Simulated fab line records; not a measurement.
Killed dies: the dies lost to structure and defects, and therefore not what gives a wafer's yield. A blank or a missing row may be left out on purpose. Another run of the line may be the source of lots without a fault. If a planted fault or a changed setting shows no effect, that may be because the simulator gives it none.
Split-lot trial ; flow n5_finfet ; 7 lots, 39 wafers read, on a route of 1938 steps

ON THE SPLIT
At N5_BEOL_M12_ILD_DEP_00 (deposits SiOC from DEMS/O2, target thk 658.92 nm, time 130.7 s), the setting time_s was moved away from the recipe's 130.7 s on 12 of the 39 wafers read, by -29.0% to +38.9%. The other wafers ran this setting at the recipe's value.

FROM THE SPLIT TO THE READING: what the file shows between them, 6 steps
- N5_BEOL_M12_THK_MEAS_01
- N5_BEOL_M12_COAT_58: time 60 s, resist thk 89 nm
- N5_BEOL_M12_COAT_04: resist thk 400 nm
- N5_BEOL_M12_DESCUM_15: chemistry O2, time 7.9 s
- N5_BEOL_M12_ETCH_59: etches BARC in N2/H2, target depth 89 nm, overetch 26.7 nm, time 67.9 s
- N5_BEOL_M12_VIA_ETCH_16: etches SiOC in C4F8/O2/Ar, target depth 724.8 nm

THE READING
oes_product_au, in a.u., at N5_BEOL_M12_STRIP_63 (strips in N2/H2). Fault-free wafers of this fab line usually give 0.693 a.u., standard deviation 0.0046 a.u.

wafer;tool, chamber at the split;time_s as run, s;against the recipe;oes_product_au, a.u.;against lot-mates on the recipe
L077.1;pecvd-01, 0;130.7;recipe;0.696;-
L077.2;pecvd-01, 2;130.7;recipe;0.696;-
L077.3;pecvd-01, 1;130.7;recipe;0.690;-
L077.4;pecvd-01, 0;130.7;recipe;0.701;-
L077.5;pecvd-01, 2;130.7;recipe;0.691;-
L077.6;pecvd-01, 1;130.7;recipe;0.685;-
L079.1;pecvd-02, 0;130.7;recipe;0.692;-
L079.2;pecvd-02, 2;130.7;recipe;0.698;-
L079.3;pecvd-02, 1;130.7;recipe;0.695;-
L079.4;pecvd-02, 1;130.7;recipe;0.692;-
L079.5;pecvd-02, 0;130.7;recipe;0.695;-
L079.6;pecvd-02, 2;130.7;recipe;0.692;-
L078.1;pecvd-02, 1;181.6;+38.9%;0.656;-0.035
L078.2;pecvd-02, 0;130.7;recipe;0.692;-
L078.3;pecvd-02, 2;130.7;recipe;0.694;-
L078.4;pecvd-02, 2;181.6;+38.9%;0.667;-0.024
L078.5;pecvd-02, 0;130.7;recipe;0.688;-
L078.6;pecvd-02, 1;181.6;+38.9%;0.657;-0.034
L082.1;pecvd-04, 2;172.4;+31.9%;0.662;-0.031
L082.2;pecvd-04, 0;130.7;recipe;0.691;-
L082.3;pecvd-04, 0;172.4;+31.9%;0.674;-0.019
L082.4;pecvd-04, 2;130.7;recipe;0.700;-
L082.5;pecvd-04, 0;130.7;recipe;0.689;-
L082.6;pecvd-04, 2;172.4;+31.9%;0.672;-0.021
L080.1;pecvd-04, 0;98.14;-24.9%;0.702;+0.014
L080.2;pecvd-04, 2;98.14;-24.9%;0.704;+0.016
L080.3;pecvd-04, 0;130.7;recipe;0.691;-
L080.4;pecvd-04, 2;98.14;-24.9%;0.702;+0.014
L080.5;pecvd-04, 0;130.7;recipe;0.687;-
L080.6;pecvd-04, 2;130.7;recipe;0.685;-
L087.2;pecvd-04, 0;130.7;recipe;0.702;-
L087.3;pecvd-04, 2;130.7;recipe;0.689;-
L087.6;pecvd-04, 0;130.7;recipe;0.696;-
L086.1;pecvd-01, 2;92.82;-29.0%;0.724;+0.033
L086.2;pecvd-01, 0;130.7;recipe;0.687;-
L086.3;pecvd-01, 1;92.82;-29.0%;0.721;+0.030
L086.4;pecvd-01, 1;92.82;-29.0%;0.707;+0.016
L086.5;pecvd-01, 0;130.7;recipe;0.692;-
L086.6;pecvd-01, 2;130.7;recipe;0.693;-

THE FIT
A straight line over all 39 wafers: oes_product_au changes by -0.000743 a.u. for each +1% of time_s; r = -0.92; the points scatter about the line by 0.0055 a.u.
The same after taking each lot's own level away (the mean of its wafers on the recipe; 39 wafers): -0.000784 a.u. for each +1%; r = -0.95; scatter 0.0048 a.u.
According to that fit, moving time_s by its largest amount changes the reading by 0.031 a.u.
Across the lots, their own levels run from 0.6877 to 0.6957 a.u., a range of 1.7 times the standard deviation given above.
The two slopes are in agreement: the lot-to-lot level therefore moves the slope only a little.
Check: -0.0298 a.u. against its lot-mates is what the line predicts for one of the wafers moved furthest among these (+38.9%) when that wafer is left out of the fit. Against them it came out at -0.0353 a.u.

OTHER SPLITS ON THESE WAFERS
Note: prior to the reading, these wafers also went through further splits. Each is held against what the fit with the lots' levels taken away leaves over:
other split on the same wafers;wafers away from the commonest value;r with oes_product_au (lot level and that fit taken away)
N5_BEOL_M3_ETCH_64 time_s;12;-0.22
N5_BEOL_M8_ILD_DEP_00 target_thk_a;15;-0.14
N5_BEOL_M8_VIA_ETCH_34 target_depth_a;12;-0.09

THE WHOLE CHAIN: every reading that the file lists as answering this split, in the file's order
step;what it does;reading;change (the file's fit);r (the file's)
N5_BEOL_M12_ILD_DEP_00;deposits SiOC from DEMS/O2, target thk 658.92 nm, time 130.7 s;SiOC_of_BEOL_M12_ILD_DEP_00.thk_nm (the simulator's own value, which no gauge read);+6.53 nm for each +1% of the setting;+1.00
N5_BEOL_M12_THK_MEAS_01;;M12_ILD_THK;+6.53 for each +1% of the setting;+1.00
N5_BEOL_M12_VIA_ETCH_16;etches SiOC in C4F8/O2/Ar, target depth 724.8 nm;etch.depth_nm (the simulator's own value, which no gauge read);+6.53 nm for each +1% of the setting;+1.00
N5_BEOL_M12_VIA_ETCH_16;etches SiOC in C4F8/O2/Ar, target depth 724.8 nm;coat_of_BEOL_M12_COAT_04.thk_nm (the simulator's own value, which no gauge read);-1.95 nm for each +1% of the setting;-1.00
N5_BEOL_M12_STRIP_63;strips in N2/H2;oes_product_au;-0.000785 a.u. for each +1% of the setting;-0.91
N5_BEOL_M12_STRIP_63;strips in N2/H2;strip_time_to_endpoint_s;withheld for each +1% of the setting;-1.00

FILE'S OWN FIT
oes_product_au changes by -0.000785 a.u. for each +1% of time_s, r = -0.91.
